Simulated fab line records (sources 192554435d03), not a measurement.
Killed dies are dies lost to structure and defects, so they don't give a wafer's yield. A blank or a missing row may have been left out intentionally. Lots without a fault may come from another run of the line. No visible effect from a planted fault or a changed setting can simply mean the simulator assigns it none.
fab line records	flow n5-finfet
[record] lots = 10	wafers = 27	last-day = 18
route steps=1938 shown BEOL_M0@745 BEOL_M1@754 BEOL_M4@1111
lots that met no fault: from a run of the same line without faults
start-h: the number of hours between the record's first day and the start of the first shown wafer of the lot	wait-h: hours elapsed since this lot's preceding step	" same as the row above	L1.1+2: a single row standing in for several wafers	- no value, or no start was given	* or withheld: withheld	< > ~ a bound
route shown NAME@n: names a module that has steps shown in the file, with the first one's number in the route	usual: mean and standard deviation over wafers with no fault	same: alike in all rows	chamber/n: place in a boat	sites: per-site readings	_std_site: how widely they spread, as a standard deviation	_edge_site: the outer-site mean with the inner-site mean subtracted	radius-mm: for every site, how far away it sits from the centre of the wafer	mask NAME#n: copy n	behind: tool/chamber where the wafer was last shaped	hold: why the lot was held/for how many hours/how that ended	device: names the non-switching transistor (n, p or np)	end of line: at the end of the route, the tests of the same wafers	a step without rows: its recipe alone	killed: dies lost to structure and defects at the first sort, not the wafer's yield	map: per-die view of a wafer (x killed, . not killed, _ where there is no die)
set.NAME: the setting as run; set.NAME@STEP: as run at that earlier step	model.NAME: the simulator's own value behind a step, which no gauge read
one table for each step of the route and one row for each wafer, over a sample of lots
services: the hour from which a tool's chamber was out of use, counted from the record's first day as start-h (under 0 if before that day), plus the number of hours and why
[[steps]]
[step N5_BEOL_M0_PRE_CLEAN_131]
[recipe] gas = NH3/H2	time-s = 15	temp-c = *	rf-power-w = 300
[usual] heater-power-w = 78/17	rf-fwd-power-W = 296.3/1.4
[same] time-s = 15
lot.wafer	tool	chamber	start-h	wait-h	heater-power-w	rf-fwd-power-W
L726.4	cvd-co-02	1	144.13	0.1	82	294.8
L726.5	"	0	"	"	56	296.5
L726.6	"	2	"	"	102	294.2
L728.3	cvd-co-02	1	158.78	0.0	82	294.1
L728.4	"	1	"	"	81	294.2
L728.5	"	0	"	"	57	296.0
L729.2	cvd-co-01	2	160.54	0.0	80	298.4
L729.3	"	0	"	"	85	297.6
L729.5	"	2	"	"	80	297.6
L730.2	cvd-co-01	2	169.30	0.0	79	297.5
L730.3	"	1	"	"	60	294.3
L730.6	"	1	"	"	60	295.4
L733.1	cvd-co-01	2	193.01	0.0	79	296.9
L733.4	"	0	"	"	86	297.2
L733.6	"	2	"	"	79	297.4
L734.1	cvd-co-02	2	193.08	0.0	103	295.4
L734.3	"	1	"	"	82	294.5
L736.3	cvd-co-02	1	211.50	0.0	82	296.4
L736.5	"	2	"	"	100	295.0
L740.2	cvd-co-02	1	231.97	0.0	85	295.0
L740.4	"	0	"	"	55	296.3
L740.6	"	2	"	"	103	296.0
L741.1	cvd-co-02	0	235.20	0.1	57	297.4
L741.5	"	1	"	"	81	295.5
L741.6	"	2	"	"	102	296.2
L742.2	cvd-co-01	0	245.66	0.0	87	299.4
L742.5	"	0	"	"	88	298.9
[step N5_BEOL_M1_HM_DEP_02]
[recipe] material = TiN	target-thk-a = 200	temp-c = 25	chamber-pressure-pa = 0.49996
[usual] substrate-temp-c = 25.01/0.11	throttle-valve-pct = 30.2/0.75
lot.wafer	tool	chamber	start-h	wait-h	substrate-temp-c	throttle-valve-pct
L726.4	pvd-sputter-03	-	145.11	0.4	25.04	30.0
L726.5	"	-	"	"	25.10	29.7
L726.6	"	-	"	"	25.08	29.0
L728.3	pvd-sputter-02	-	159.83	0.6	25.15	31.6
L728.4	"	-	"	"	25.10	30.1
L728.5	"	-	"	"	25.19	29.9
L729.2	pvd-sputter-02	-	163.08	2.1	25.11	29.9
L729.3	"	-	"	"	25.04	30.8
L729.5	"	-	"	"	24.92	31.9
L730.2	pvd-sputter-01	-	172.68	3.0	24.83	29.1
L730.3	"	-	"	"	24.93	30.7
L730.6	"	-	"	"	25.04	31.0
L733.1	pvd-sputter-02	-	193.88	0.5	25.06	29.9
L733.4	"	-	"	"	25.00	30.4
L733.6	"	-	"	"	24.79	30.4
L734.1	pvd-sputter-02	-	196.30	2.8	24.98	30.0
L734.3	"	-	"	"	24.92	30.7
L736.3	pvd-sputter-03	-	212.24	0.3	25.12	28.9
L736.5	"	-	"	"	24.98	29.9
L740.2	pvd-sputter-01	-	233.69	1.3	25.03	30.0
L740.4	"	-	"	"	24.99	29.4
L740.6	"	-	"	"	24.94	28.9
L741.1	pvd-sputter-03	-	236.17	0.5	25.03	30.4
L741.5	"	-	"	"	25.00	29.9
L741.6	"	-	"	"	25.02	29.2
L742.2	pvd-sputter-03	-	247.05	1.0	25.21	29.9
L742.5	"	-	"	"	24.97	29.6
[step N5_BEOL_M1_STRIP_19]
[recipe] chemistry = O2	power-w = 400	temp-c = 40	pressure-mtorr = 30	rf-frequency-hz = 6e+07	bias-power-w = 0	overash-fraction = 0.2	o2-flow-sccm = 225
[usual] drypump-motor-current-A = 5.5/0.5	oes-product-au = 0.81/0.092	rf-vpp-V = 3.6/0.43	showerhead-plenum-p-Torr = 2.08/0.069	throttle-valve-pct = 16.68/0.2
lot.wafer	tool	chamber	start-h	wait-h	drypump-motor-current-A	oes-product-au	rf-hours-counter-h	rf-vpp-V	showerhead-plenum-p-Torr	throttle-valve-pct
L726.4	rie-diel-01	2	146.14	0.1	5.5	0.97	-	3.2	2.06	16.42
L726.5	"	1	"	"	5.1	0.75	-	3.6	2.00	16.90
L726.6	"	0	"	"	5.3	0.68	-	3.5	1.98	17.10
L728.3	rie-diel-03	0	160.83	0.1	5.0	0.94	18	3.4	2.22	16.36
L728.4	"	3	"	"	6.2	0.84	43	3.9	2.04	16.66
L728.5	"	0	"	"	5.0	0.94	-	3.6	2.22	16.36
L729.2	rie-diel-03	1	164.08	0.1	5.6	0.74	193	4.3	2.09	16.98
L729.3	"	2	"	"	5.1	0.82	100	3.8	2.10	16.60
L729.5	"	1	"	"	5.6	0.73	-	3.8	2.09	16.99
L730.2	rie-diel-01	2	173.75	0.1	5.5	0.94	21	4.0	2.06	16.41
L730.3	"	3	"	"	5.6	0.95	7	3.6	2.17	16.31
L730.6	"	3	"	"	5.6	0.95	-	3.9	2.17	16.33
L733.1	rie-diel-01	2	194.75	0.1	5.5	0.91	27	3.6	2.05	16.44
L733.4	"	3	"	"	5.6	0.92	14	3.3	2.16	16.35
L733.6	"	1	"	"	5.1	0.74	-	4.0	1.99	16.95
L734.1	rie-diel-03	1	197.51	0.3	5.6	0.72	204	3.4	2.09	17.01
L734.3	"	2	"	"	5.1	0.81	110	3.1	2.10	16.66
L736.3	rie-diel-03	1	213.28	0.1	5.6	0.71	208	3.4	2.09	17.01
L736.5	"	0	"	"	5.0	0.90	-	4.5	2.22	16.40
L740.2	rie-diel-04	3	235.34	0.2	6.4	0.74	160	3.2	2.07	16.79
L740.4	"	2	"	"	4.7	0.70	224	3.6	1.98	16.70
L740.6	"	1	"	"	5.6	0.78	-	3.5	2.10	16.77
L741.1	rie-diel-04	0	237.17	0.1	5.3	0.89	32	3.4	2.10	16.53
L741.5	"	2	"	"	4.7	0.69	-	3.8	1.98	16.68
L741.6	"	1	"	"	5.7	0.79	-	4.8	2.10	16.79
L742.2	rie-diel-04	0	249.19	0.5	5.3	0.88	36	2.9	2.10	16.53
L742.5	"	3	"	"	6.4	0.74	-	3.5	2.07	16.80
[step N5_BEOL_M1_COAT_67]
[recipe] resist = SOC	temp-c = 250	time-s = 60	spin-rpm = 1500	resist-thk-nm = 60
[usual] heater-power-total-W = 500.7/1.8	plate-temp-C = 249.97/0.17	spin-speed-rpm = 1499.9/0.95
[same] time-s = 60
lot.wafer	tool	chamber	start-h	wait-h	heater-power-total-W	plate-temp-C	spin-speed-rpm
L726.4	litho-track-04	0	146.23	0.0	502.6	250.21	1499.4
L726.5	"	0	"	"	501.4	250.04	1500.1
L726.6	"	0	"	"	497.7	250.21	1498.4
L728.3	litho-track-04	0	160.95	0.0	502.6	249.83	1500.5
L728.4	"	0	"	"	503.0	249.99	1499.5
L728.5	"	0	"	"	501.1	249.85	1501.8
L729.2	litho-track-03	0	164.18	0.0	500.3	249.58	1500.1
L729.3	"	0	"	"	503.3	249.81	1499.0
L729.5	"	0	"	"	503.4	249.99	1500.6
L730.2	litho-track-04	0	173.85	0.0	502.6	249.86	1498.4
L730.3	"	0	"	"	497.4	249.73	1497.8
L730.6	"	0	"	"	498.0	250.07	1499.0
L733.1	litho-track-02	0	194.86	0.0	499.2	250.22	1498.3
L733.4	"	0	"	"	502.2	250.17	1500.4
L733.6	"	0	"	"	502.3	250.27	1499.8
L734.1	litho-track-03	0	197.61	0.0	500.7	249.82	1501.6
L734.3	"	0	"	"	498.9	249.67	1501.5
L736.3	litho-track-04	0	213.39	0.0	500.0	250.25	1498.6
L736.5	"	0	"	"	501.4	249.72	1500.4
L740.2	litho-track-03	0	235.45	0.0	487.5	244.71	1500.7
L740.4	"	0	"	"	488.3	245.00	1499.2
L740.6	"	0	"	"	488.2	244.61	1500.1
L741.1	litho-track-03	0	237.28	0.0	488.1	244.81	1500.3
L741.5	"	0	"	"	488.0	244.67	1499.9
L741.6	"	0	"	"	487.0	244.82	1501.1
L742.2	litho-track-02	0	249.30	0.0	502.3	249.70	1500.1
L742.5	"	0	"	"	501.4	249.76	1501.4
[step N5_BEOL_M4_RC_MEAS_101]
[usual] DIBL_N = 36.5/2.2	DIBL_P = 36.9/2.9	IOFF_N = 0.17/0.044	IOFF_P = 0.22/0.052	ION_N = 671/16	ION_P = 461/10	SS_N = 71.6/0.73	SS_P = 73.5/0.79	VT_N = 250/4.1	VT_P = -250/4.1
lot.wafer	tool	chamber	start-h	wait-h	DIBL_N[mV/V]	DIBL_P[mV/V]	IOFF_N[nA/um]	IOFF_P[nA/um]	ION_N[uA/um]	ION_P[uA/um]	SS_N[mV/dec]	SS_P[mV/dec]	VT_N[mV]	VT_P[mV]
L726.4	prober-02	0	209.55	0.5	35.4	33.8	0.14	0.16	645	443	71.9	72.2	251	-253
L726.5	"	0	"	"	36.6	36.8	0.15	0.21	653	449	72.1	73.5	252	-249
L726.6	"	0	"	"	31.5	31.6	0.09	0.14	640	446	70.9	71.8	257	-253
L728.3	prober-01	0	213.08	0.3	37.5	38.7	0.20	0.24	692	466	72.0	74.6	246	-251
L728.4	"	0	"	"	34.3	35.8	0.14	0.20	654	450	71.6	73.7	253	-252
L728.5	"	0	"	"	36.0	36.9	0.16	0.20	671	457	72.1	73.9	251	-249
L729.2	prober-01	0	219.46	0.2	37.2	36.5	0.16	0.25	671	462	71.9	73.6	252	-246
L729.3	"	0	"	"	33.1	31.3	0.11	0.18	648	447	71.2	73.2	255	-248
L729.5	"	0	"	"	36.8	36.6	0.16	0.24	660	462	71.2	73.8	250	-247
L730.2	prober-01	0	242.80	0.2	35.8	35.2	0.14	0.19	670	454	71.9	73.4	253	-253
L730.3	"	0	"	"	37.1	38.6	0.16	0.24	652	453	72.5	73.8	248	-250
L730.6	"	0	"	"	34.8	32.0	0.13	0.14	638	436	72.4	72.6	258	-258
L734.1	prober-02	0	258.56	0.0	33.5	34.2	0.13	0.19	665	461	71.0	72.3	251	-248
L734.3	"	0	"	"	37.1	38.5	0.20	0.26	674	464	72.0	73.7	246	-246
L733.1	prober-01	0	260.88	0.0	33.4	32.6	0.11	0.14	661	448	70.1	73.1	256	-258
L733.4	"	0	"	"	38.8	38.4	0.19	0.21	669	446	72.4	73.8	251	-252
L733.6	"	0	"	"	36.5	35.0	0.14	0.17	657	454	71.5	72.4	254	-255
L736.3	prober-02	0	268.87	0.3	35.5	35.7	0.13	0.18	670	458	71.1	73.5	252	-253
L736.5	"	0	"	"	36.0	36.9	0.14	0.20	668	454	71.4	73.4	254	-252
L741.1	prober-02	0	296.85	0.0	38.8	40.5	0.21	0.25	686	460	72.5	73.7	245	-250
L741.5	"	0	"	"	34.6	34.3	0.13	0.16	652	445	71.5	72.7	253	-253
L741.6	"	0	"	"	36.5	37.3	0.18	0.20	669	453	71.7	73.7	245	-250
L740.2	prober-01	0	297.22	0.2	32.5	32.7	0.11	0.14	658	455	69.8	71.9	252	-255
L740.4	"	0	"	"	40.5	41.8	0.22	0.26	677	461	72.3	75.3	247	-249
L740.6	"	0	"	"	35.3	35.7	0.14	0.18	657	453	70.3	73.5	251	-253
L742.2	prober-02	0	315.73	0.2	35.1	34.2	0.16	0.24	682	478	71.1	72.9	251	-243
L742.5	"	0	"	"	40.6	41.2	0.31	0.38	707	487	72.5	74.8	241	-238
[[services]]
tool	chamber	start-h	hours	kind
rie-diel-01	3	128.89	-	clean
rie-diel-01	3	128.89	-	consumable-replace:focus-ring
rie-diel-01	3	128.89	24.4	scheduled-down
rie-diel-01	3	128.89	24.4	vent-cycle
rie-diel-04	-	136.35	1.1	repair
pvd-sputter-02	-	146.23	1.1	repair
rie-diel-04	0	152.81	8.1	repair
rie-diel-01	0	153.30	-	clean
rie-diel-01	0	153.30	-	consumable-replace:focus-ring
rie-diel-01	0	153.30	-	consumable-replace:showerhead
rie-diel-01	0	153.30	29.5	scheduled-down
rie-diel-01	0	153.30	29.5	vent-cycle
rie-diel-04	-	167.56	0.5	repair
cvd-co-01	-	180.76	4.3	pm
rie-diel-01	0	223.37	15.1	repair
rie-diel-01	3	232.64	22.4	repair
rie-diel-03	-	244.35	28.1	pm
[[key]]
[first-sign] step = N5_BEOL_M1_COAT_67	reading = plate-temp-C	direction = down	sigmas = 30	usual = *	struck = *
[effect] step = N5_BEOL_M1_COAT_67	reading = heater-power-total-W	direction = down	sigmas = 7.2	usual = *	struck = *
met-at N5_BEOL_M1_COAT_67
struck-lots L740,L741
not-acting-at N5_BEOL_M0_PRE_CLEAN_131,N5_BEOL_M1_HM_DEP_02,N5_BEOL_M1_STRIP_19
onset-between 197.61 235.45
[fault] kind = process-parameter-drift	tool = litho-track-03	chamber = -	onset-h = 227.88	steps = N5_BEOL_M1_COAT_67	channel = temp-c	offset = *	shape = step	end-h = 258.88	acts-in = *	stated = *
